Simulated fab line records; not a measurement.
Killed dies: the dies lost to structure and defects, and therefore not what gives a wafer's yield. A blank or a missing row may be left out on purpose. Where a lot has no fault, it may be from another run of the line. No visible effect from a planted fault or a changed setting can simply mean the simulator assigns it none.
fab line records	flow nand-harc
record lots=12	wafers=36	last-day=24
route steps=1159 shown A_BONDPAD@1060 THIN_TSV@1131 END@1159
lots untouched by any fault: they come from a run of this same line in which no faults occurred
start-h: the number of hours between the record's first day and the start of the first shown wafer of the lot	wait-h: how many hours have passed since the lot's step before this one	" the same as in the row above	L1.1+2: several wafers, shown together as one row	- no value, or no start given	* or withheld: withheld	< > ~ a bound
route shown NAME@n: a module of which the file shows steps, and the number in the route of the first	usual: mean and standard deviation over wafers with no fault	same: alike in all rows	chamber/n: place in a boat	sites: the reading at each site	_std_site: how widely they spread, as a standard deviation	_edge_site: outer sites' mean less inner sites'	radius-mm: how far each site lies from the wafer's centre	mask NAME#n: copy n	behind: the tool/chamber that last shaped the wafer	hold: why the lot went on hold/how many hours it stayed there/how the hold came to an end	device: the transistor (n, p or np) that didn't switch	end of line: the route-end tests of the same wafers	for a step that has no rows: nothing shown but its recipe	killed: not the wafer's yield, but the dies lost to structure and defects at the first sort	map: the dies of a wafer, with x for killed, . for not killed, _ for no die there
set.NAME: the setting as run; set.NAME@STEP: as run at that earlier step	model.NAME: the simulator's own value behind a step, which no gauge read
steps of the route over a sample of lots; a table a step, a row a wafer
services: from which hour (start-h, from the record's first day; less than 0 if before it) a tool's chamber was out of use, for how many hours, and why
## steps
# step NHARC_A_BONDPAD_CMP_29
# recipe target-thk-nm=200	material=SiCN
# usual motor-current-A=12.2/1.2	retaining-ring-pressure-frac=1.000/0.0045
lot.wafer	tool	chamber	start-h	wait-h	motor-current-A	retaining-ring-pressure-frac
L376.4	cmp-04	1	413.63	-	10.7	0.999
L376.6	"	2	"	"	12.3	1.005
L376.5	"	3	"	"	10.9	0.993
L375.1	cmp-01	0	414.16	-	12.0	1.006
L375.3	"	1	"	"	11.7	1.003
L375.6	"	0	"	"	11.5	1.007
L378.1	cmp-04	0	422.24	0.5	13.8	1.003
L378.5	"	2	"	"	12.2	1.007
L378.6	"	3	"	"	10.5	0.998
L382.4	cmp-04	0	443.58	-	13.0	1.002
L382.1	"	2	"	"	12.3	1.006
L382.6	"	0	"	"	14.9	1.003
L384.4	cmp-04	2	461.54	-	12.0	1.002
L384.2	"	1	"	"	11.1	0.997
L384.6	"	3	"	"	11.2	1.001
L383.1	cmp-01	2	466.98	-	13.1	0.999
L383.2	"	0	"	"	12.5	0.992
L383.6	"	1	"	"	11.2	1.002
L380.3	cmp-01	2	471.02	-	12.8	1.005
L380.1	"	3	"	"	12.4	1.001
L380.5	"	1	"	"	11.1	0.997
L388.3	cmp-04	1	503.54	-	11.1	1.007
L388.2	"	3	"	"	10.9	0.993
L388.6	"	2	"	"	12.3	0.997
L385.1	cmp-01	1	504.31	-	11.7	1.000
L385.2	"	2	"	"	13.1	0.999
L385.3	"	0	"	"	11.5	0.998
L391.4	cmp-04	0	504.70	-	14.6	1.002
L391.6	"	0	"	"	13.8	1.000
L391.5	"	1	"	"	10.7	0.999
L396.1	cmp-04	2	536.15	-	12.2	1.008
L396.2	"	1	"	"	10.7	0.997
L396.6	"	3	"	"	11.1	0.996
L397.3	cmp-01	2	545.96	-	13.4	1.003
L397.4	"	3	"	"	12.9	1.005
L397.6	"	1	"	"	11.6	0.994
# step NHARC_A_BONDPAD_ETCH_12
# recipe target-depth-a=2200	time-s=110	chf3-flow-sccm=50	o2-flow-sccm=10	ar-flow-sccm=200	rf-w=500	bias-w=200	chemistry=CHF3/O2
# usual drypump-motor-current-A=5.7/0.43	oes-product-au=0.956/0.028	rf-vpp-V=368.9/2	showerhead-plenum-p-Torr=2.33/0.08	throttle-valve-pct=20.572/0.0096
lot.wafer	tool	chamber	start-h	wait-h	drypump-motor-current-A	oes-product-au	rf-hours-counter-h	rf-vpp-V	showerhead-plenum-p-Torr	throttle-valve-pct
L376.4	rie-diel-09	1	-	-	6.4	0.950	6	367.0	2.24	20.584
L376.5	"	0	"	"	5.3	0.903	-	368.8	2.32	20.566
L376.6	"	1	"	"	6.3	0.941	-	368.0	2.24	20.579
L375.1	rie-diel-04	0	-	-	6.0	0.926	18	369.8	2.37	20.584
L375.3	"	1	"	"	5.0	0.905	19	369.7	2.38	20.569
L375.6	"	2	"	"	5.8	0.928	-	371.3	2.46	20.583
L378.1	rie-diel-09	2	-	-	5.4	0.996	6	367.6	2.26	20.556
L378.5	"	2	"	"	5.5	0.986	-	366.2	2.26	20.571
L378.6	"	3	"	"	5.8	0.994	-	369.9	2.34	20.565
L382.4	rie-diel-04	3	-	-	5.4	0.957	24	373.5	2.51	20.568
L382.1	"	2	"	"	5.8	0.949	23	371.5	2.46	20.571
L382.6	"	3	"	"	5.5	0.952	-	372.5	2.51	20.580
L384.4	rie-diel-09	2	-	-	5.5	0.950	1	368.6	2.26	20.583
L384.2	"	3	"	"	5.8	0.975	1	371.3	2.34	20.579
L384.6	"	1	"	"	6.4	0.978	-	366.1	2.24	20.568
L383.1	rie-diel-07	1	-	-	4.9	0.906	23	371.0	2.42	20.580
L383.2	"	3	"	"	5.1	0.931	20	370.9	2.40	20.568
L383.6	"	2	"	"	6.6	0.912	-	369.9	2.35	20.570
L380.1	rie-diel-09	1	-	-	6.4	0.993	1	366.3	2.24	20.585
L380.3	"	2	"	"	5.4	0.979	1	367.2	2.26	20.572
L380.5	"	0	"	"	5.3	0.982	-	369.5	2.31	20.565
L388.2	rie-diel-09	3	-	-	5.8	1.000	2	368.9	2.34	20.572
L388.3	"	2	"	"	5.5	0.969	3	366.3	2.26	20.562
L388.6	"	3	"	"	5.8	0.996	-	368.1	2.34	20.566
L385.3	rie-diel-04	0	-	-	6.0	0.926	5	370.1	2.36	20.580
L385.2	"	1	"	"	5.1	0.915	5	370.0	2.38	20.587
L385.1	"	2	"	"	5.8	0.943	5	371.9	2.46	20.570
L391.4	rie-diel-09	1	-	-	6.4	0.982	3	367.1	2.24	20.580
L391.6	"	0	"	"	5.3	0.975	-	367.9	2.31	20.575
L391.5	"	1	"	"	6.4	0.980	-	366.7	2.24	20.577
L396.1	rie-diel-04	3	-	-	5.4	0.929	14	373.7	2.50	20.577
L396.2	"	0	"	"	5.9	0.918	13	371.1	2.36	20.577
L396.6	"	0	"	"	6.0	0.933	-	371.2	2.36	20.571
L397.3	rie-diel-09	2	-	-	5.5	0.935	4	367.2	2.26	20.577
L397.4	"	3	"	"	5.8	0.928	4	370.0	2.34	20.565
L397.6	"	2	"	"	5.5	0.938	-	368.0	2.26	20.571
# step NHARC_A_BONDPAD_ETCH_24
# recipe target-depth-a=300	over-etch-frac=0.3	time-s=72.99	ion-energy-ev=150	cf4-flow-sccm=50	n2-flow-sccm=100	ar-flow-sccm=150	rf-w=300	bias-w=100	chemistry=CF4/N2
# usual drypump-motor-current-A=5.7/0.41	n2-flow-sccm=100.1/0.32	oes-product-au=1.010/0.016	rf-vpp-V=312.6/1.4	showerhead-plenum-p-Torr=2.53/0.069	throttle-valve-pct=19.794/0.0085
lot.wafer	tool	chamber	start-h	wait-h	drypump-motor-current-A	n2-flow-sccm	oes-product-au	rf-hours-counter-h	rf-vpp-V	showerhead-plenum-p-Torr	throttle-valve-pct
L376.4	rie-diel-09	0	-	-	5.3	100.0	0.976	6	312.4	2.53	19.803
L376.6	"	2	"	"	5.5	100.3	1.022	-	310.9	2.47	19.791
L376.5	"	3	"	"	5.8	100.3	1.001	-	313.4	2.56	19.799
L375.3	rie-diel-09	0	-	-	5.3	100.1	0.975	6	312.0	2.53	19.788
L375.1	"	2	"	"	5.5	100.0	1.023	6	311.7	2.47	19.781
L375.6	"	3	"	"	5.8	99.8	1.012	-	313.3	2.56	19.784
L378.1	rie-diel-09	2	-	-	5.4	99.7	1.044	6	311.1	2.47	19.797
L378.6	"	1	"	"	6.4	99.9	1.044	-	311.4	2.45	19.794
L378.5	"	2	"	"	5.4	99.4	1.035	-	311.0	2.47	19.806
L382.4	rie-diel-09	2	-	-	5.4	100.2	1.023	0	312.7	2.47	19.788
L382.1	"	3	"	"	5.8	99.5	1.018	0	312.6	2.56	19.788
L382.6	"	0	"	"	5.3	99.7	0.997	-	313.0	2.53	19.799
L384.4	rie-diel-09	0	-	-	5.3	100.3	0.991	1	312.6	2.53	19.782
L384.2	"	3	"	"	5.8	100.1	1.022	1	314.1	2.56	19.792
L384.6	"	1	"	"	6.4	100.0	1.018	-	312.0	2.45	19.797
L383.2	rie-diel-09	0	-	-	5.3	100.2	0.985	1	311.6	2.53	19.795
L383.1	"	1	"	"	6.4	100.7	1.016	1	311.5	2.45	19.805
L383.6	"	2	"	"	5.5	100.3	1.010	-	310.8	2.47	19.799
L380.1	rie-diel-09	3	-	-	5.8	99.6	1.023	1	312.6	2.55	19.786
L380.3	"	0	"	"	5.3	100.0	0.985	1	311.9	2.53	19.786
L380.5	"	0	"	"	5.3	99.9	0.996	-	313.3	2.53	19.783
L388.3	rie-diel-09	2	-	-	5.5	100.0	1.016	3	310.4	2.47	19.784
L388.2	"	3	"	"	5.8	100.1	1.024	2	313.3	2.55	19.799
L388.6	"	3	"	"	5.8	100.5	1.015	-	314.1	2.55	19.789
L385.2	rie-diel-04	3	-	-	5.4	100.2	1.003	6	316.1	2.74	19.790
L385.3	"	0	"	"	6.0	99.8	1.015	6	315.0	2.58	19.779
L385.1	"	1	"	"	5.1	99.9	0.996	5	314.8	2.60	19.797
L391.4	rie-diel-09	0	-	-	5.3	100.2	0.996	2	313.9	2.53	19.787
L391.6	"	1	"	"	6.4	100.7	1.023	-	311.0	2.45	19.816
L391.5	"	2	"	"	5.4	99.6	1.002	-	312.0	2.47	19.804
L396.1	rie-diel-09	2	-	-	5.5	100.4	1.019	4	312.8	2.47	19.799
L396.2	"	3	"	"	5.8	100.0	1.009	4	312.5	2.55	19.791
L396.6	"	1	"	"	6.4	100.3	1.023	-	312.4	2.45	19.802
L397.3	rie-diel-04	3	-	-	5.4	100.5	0.990	16	316.1	2.73	19.794
L397.4	"	0	"	"	6.0	99.3	0.999	15	313.3	2.58	19.790
L397.6	"	0	"	"	5.9	99.8	0.994	-	313.4	2.58	19.788
# step NHARC_THIN_TSV_ECD_20
# recipe target-thk-a=20000	material=Cu
lot.wafer	tool	chamber	start-h	wait-h
L376.4+5+6	ecd-cu-02	1,0,1	432.44	-
L375.1+3+6	ecd-cu-01	0,1,1	439.00	-
L378.1+6+5	ecd-cu-01	0,1,0	445.85	-
L382.1+4+6	ecd-cu-01	1	463.78	-
L384.2+4+6	ecd-cu-02	1,0,1	480.86	-
L380.1+3+5	ecd-cu-02	1,0,0	492.48	-
L383.2+1+6	ecd-cu-01	1,0,1	493.58	-
L388.2+3+6	ecd-cu-01	1,0,1	523.01	-
L385.1+2+3	ecd-cu-02	1,0,0	524.33	-
L391.4+6+5	ecd-cu-01	0,1,0	525.63	-
L396.2+1+6	ecd-cu-02	0,1,0	557.46	-
L397.3+4+6	ecd-cu-02	1,0,1	566.51	-
# step NHARC_END_SORT_01
# recipe temp-c=25
# usual defect-limited-yield=95.3/1.5	killed-at-array=28/10	killed-at-other=0.6/1.1	killed-at-periphery=3.6/2.6	killed-dies=32/10	killed-open=3.3/1.8	killed-short=1.9/1.4	sort_bin_2_pct=1.5/0.61	sort_bin_3_pct=0.27/0.2	sort_bin_4_pct=3.0/1	sort-n-pass=645/10	sort-rim-yield-pct=97.3/1.9	sort-yield-pct=95.3/1.5
# same gross-dies=677	sort_bin_5_pct[%]=0	sort_bin_6_pct[%]=0	sort_bin_7_pct[%]=0	sort_bin_8_pct[%]=0	sort-rim-n-gross=106.00
lot.wafer	tool	chamber	start-h	wait-h	defect-limited-yield[%]	killed-at-array	killed-at-other	killed-at-periphery	killed-dies	killed-open	killed-short	sort_bin_2_pct[%]	sort_bin_3_pct[%]	sort_bin_4_pct[%]	sort-n-pass	sort-rim-yield-pct[%]	sort-yield-pct[%]
L384.2	prober-01	0	493.32	2.8	97.8	12	0	3	15	3	1	0.7	0.30	1.2	662	99.1	97.8
L384.4	prober-01	0	494.91	3.4	95.6	27	3	0	30	6	2	2.1	0	2.4	647	94.3	95.6
L384.6	prober-01	0	496.50	4.0	96.6	16	3	4	23	3	4	0.9	0.30	2.2	654	98.1	96.6
L385.1	prober-01	0	534.32	2.5	97.6	11	0	5	16	3	2	0.1	0.15	2.1	661	99.1	97.6
L385.2	prober-01	0	535.12	2.8	97.2	17	0	2	19	4	4	0.7	0.15	1.9	658	95.3	97.2
L385.3	prober-01	0	535.92	3.1	96.8	18	0	4	22	1	0	0.6	0.30	2.4	655	98.1	96.8
L396.1	prober-02	0	571.33	2.5	0	41	621	15	677	1	3	93.4	0.59	6.1	0	0	0
L396.2	prober-02	0	572.13	2.8	0	50	621	6	677	3	2	94.7	0.59	4.7	0	0	0
L396.6	prober-02	0	575.31	4.0	0	38	631	8	677	1	4	95.6	0.44	4.0	0	0	0
L397.3	prober-01	0	579.27	3.1	0	20	653	4	677	6	4	97.9	0	2.1	0	0	0
L397.4	prober-01	0	580.07	3.4	0	17	657	3	677	3	1	97.6	0.15	2.2	0	0	0
L397.6	prober-01	0	581.66	4.0	0	17	655	5	677	3	2	97.5	0	2.5	0	0	0
# killed by level:class
L384.2 A_CONTACT:chamber-film-flake=4 A_ZERO_WELL:chamber-film-flake=3 A_CHANNEL_HOLE_D1:chamber-film-flake=2 P_GATE:geometric-particle:open=1 A_STAIRCASE:geometric-particle:open=1 A_WL_FILL:geometric-particle:short=1 A_CONTACT:geometric-particle:open=1 P_ZERO_WELL:chamber-film-flake=1
L384.4 A_CHANNEL_HOLE_D1:chamber-film-flake=5 A_CONTACT:chamber-film-flake=5 A_CONTACT:geometric-particle:open=3 A_ZERO_WELL:chamber-film-flake=3 A_STAIRCASE:chamber-film-flake=3 THIN_TSV:chamber-film-flake=3 A_ONON_D1:geometric-particle:short=1 A_CHANNEL_HOLE_D1:geometric-particle:open=1
L384.6 A_CONTACT:chamber-film-flake=5 A_CONTACT:geometric-particle:open=3 A_CHANNEL_HOLE_D1:chamber-film-flake=3 THIN_TSV:chamber-film-flake=3 P_GATE:chamber-film-flake=2 A_STAIRCASE:chamber-film-flake=2 P_STI:geometric-particle:short=1 A_CHANNEL_HOLE_D1:geometric-particle:short=1
L385.1 A_CHANNEL_HOLE_D1:chamber-film-flake=3 P_CONTACT:geometric-particle:open=2 A_CHANNEL_FILL_D1:chamber-film-flake=2 A_STAIRCASE:chamber-film-flake=2 A_CONTACT:chamber-film-flake=2 P_CONTACT:geometric-particle:short=1 P_M1:geometric-particle:short=1 A_M0:geometric-particle:open=1
L385.2 A_CHANNEL_HOLE_D1:chamber-film-flake=4 A_CHANNEL_HOLE_D1:geometric-particle:short=3 A_CONTACT:geometric-particle:open=2 A_SGD_CUT:chamber-film-flake=2 A_WL_FILL:chamber-film-flake=2 P_GATE:geometric-particle:short=1 A_WL_FILL:geometric-particle:open=1 A_M1:geometric-particle:open=1
L385.3 A_CHANNEL_HOLE_D1:chamber-film-flake=8 A_STAIRCASE:chamber-film-flake=4 A_CONTACT:chamber-film-flake=3 P_ZERO_WELL:chamber-film-flake=2 A_ONON_D1:geometric-particle:open=1 P_GATE:chamber-film-flake=1 P_BONDPAD:chamber-film-flake=1 A_CHANNEL_FILL_D1:chamber-film-flake=1
L396.1 THIN_TSV:area-ecd=621 A_SLIT:chamber-film-flake=20 A_CHANNEL_HOLE_D1:chamber-film-flake=10 P_M2:chamber-film-flake=8 A_CONTACT:chamber-film-flake=5 P_GATE:chamber-film-flake=3 A_CHANNEL_FILL_D1:geometric-particle:short=2 P_ZERO_WELL:chamber-film-flake=2
L396.2 THIN_TSV:area-ecd=621 A_CHANNEL_HOLE_D1:chamber-film-flake=18 A_SLIT:chamber-film-flake=16 A_CONTACT:chamber-film-flake=8 P_ZERO_WELL:chamber-film-flake=2 P_GATE:chamber-film-flake=2 P_M2:chamber-film-flake=2 A_STAIRCASE:chamber-film-flake=2
L396.6 THIN_TSV:area-ecd=631 A_SLIT:chamber-film-flake=20 A_CHANNEL_HOLE_D1:chamber-film-flake=8 A_CONTACT:chamber-film-flake=4 P_M2:chamber-film-flake=3 A_STAIRCASE:chamber-film-flake=3 P_GATE:chamber-film-flake=2 P_GATE:geometric-particle:short=1
L397.3 THIN_TSV:area-ecd=653 A_CHANNEL_HOLE_D1:chamber-film-flake=8 A_WL_FILL:geometric-particle:open=2 A_CONTACT:geometric-particle:open=2 A_CONTACT:geometric-particle:short=2 P_GATE:chamber-film-flake=2 A_CONTACT:chamber-film-flake=2 P_M0:geometric-particle:open=1
L397.4 THIN_TSV:area-ecd=657 A_CHANNEL_HOLE_D1:chamber-film-flake=11 A_ONON_D1:geometric-particle:short=1 A_STAIRCASE:geometric-particle:open=1 A_CONTACT:geometric-particle:open=1 A_M1:geometric-particle:open=1 P_ZERO_WELL:chamber-film-flake=1 P_STI:chamber-film-flake=1
L397.6 THIN_TSV:area-ecd=654 A_CHANNEL_HOLE_D1:chamber-film-flake=8 P_GATE:chamber-film-flake=4 A_CONTACT:chamber-film-flake=3 A_ONON_D1:geometric-particle:open=1 A_CHANNEL_FILL_D1:geometric-particle:short=1 A_SLIT:geometric-particle:open=1 A_WL_FILL:geometric-particle:short=1
## services
tool	chamber	start-h	hours	kind
cmp-04	-	391.42	0.4	repair
cmp-04	-	394.50	0.7	repair
cmp-04	-	399.00	4.0	pm
cmp-01	-	402.80	0.6	repair
cmp-04	-	405.77	2.6	repair
cmp-01	-	414.53	0.4	repair
rie-diel-09	3	419.53	2.0	repair
rie-diel-09	-	431.10	9.0	pm
ecd-cu-01	-	431.44	3.3	repair
cmp-01	-	439.44	1.6	repair
ecd-cu-01	-	448.13	8.0	pm
rie-diel-04	0	449.74	7.2	repair
rie-diel-09	2	450.12	10.6	repair
rie-diel-04	-	466.09	9.0	pm
cmp-04	-	470.74	2.4	repair
cmp-01	-	472.61	0.3	repair
cmp-01	-	473.53	4.0	pm
cmp-04	-	485.96	0.8	repair
cmp-01	-	494.21	2.4	repair
cmp-04	-	497.00	4.0	pm
ecd-cu-02	-	532.11	8.0	pm
ecd-cu-01	-	548.82	3.2	repair
rie-diel-04	3	555.30	6.9	repair
ecd-cu-01	-	556.10	0.9	repair
## key
first-sign step=NHARC_END_SORT_01	reading=killed-at-other	direction=up	sigmas=99+	usual=0.6	struck=639.7
effect step=NHARC_END_SORT_01	reading=sort_bin_2_pct	direction=up	sigmas=99+	usual=1.5	struck=96.1
more-kills-born-at NHARC_THIN_TSV_ECD_20@ecd-cu-02=3837
met-at NHARC_THIN_TSV_ECD_20
struck-lots L396,L397
later-rows-left-out L396.1,L396.2,L396.6,L397.3,L397.4,L397.6
not-acting-at NHARC_A_BONDPAD_CMP_29,NHARC_A_BONDPAD_ETCH_12,NHARC_A_BONDPAD_ETCH_24
onset-between 524.33 557.46
also-fits time
fault kind=skipped-step-whole	tool=ecd-cu-02	chamber=-	onset-h=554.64	steps=NHARC_THIN_TSV_ECD_20	scope=struck-lots-only
# later-rows-left-out: the simulator's readings of these wafers behind a module that went badly wrong aren't trusted and aren't shown, but for the sort
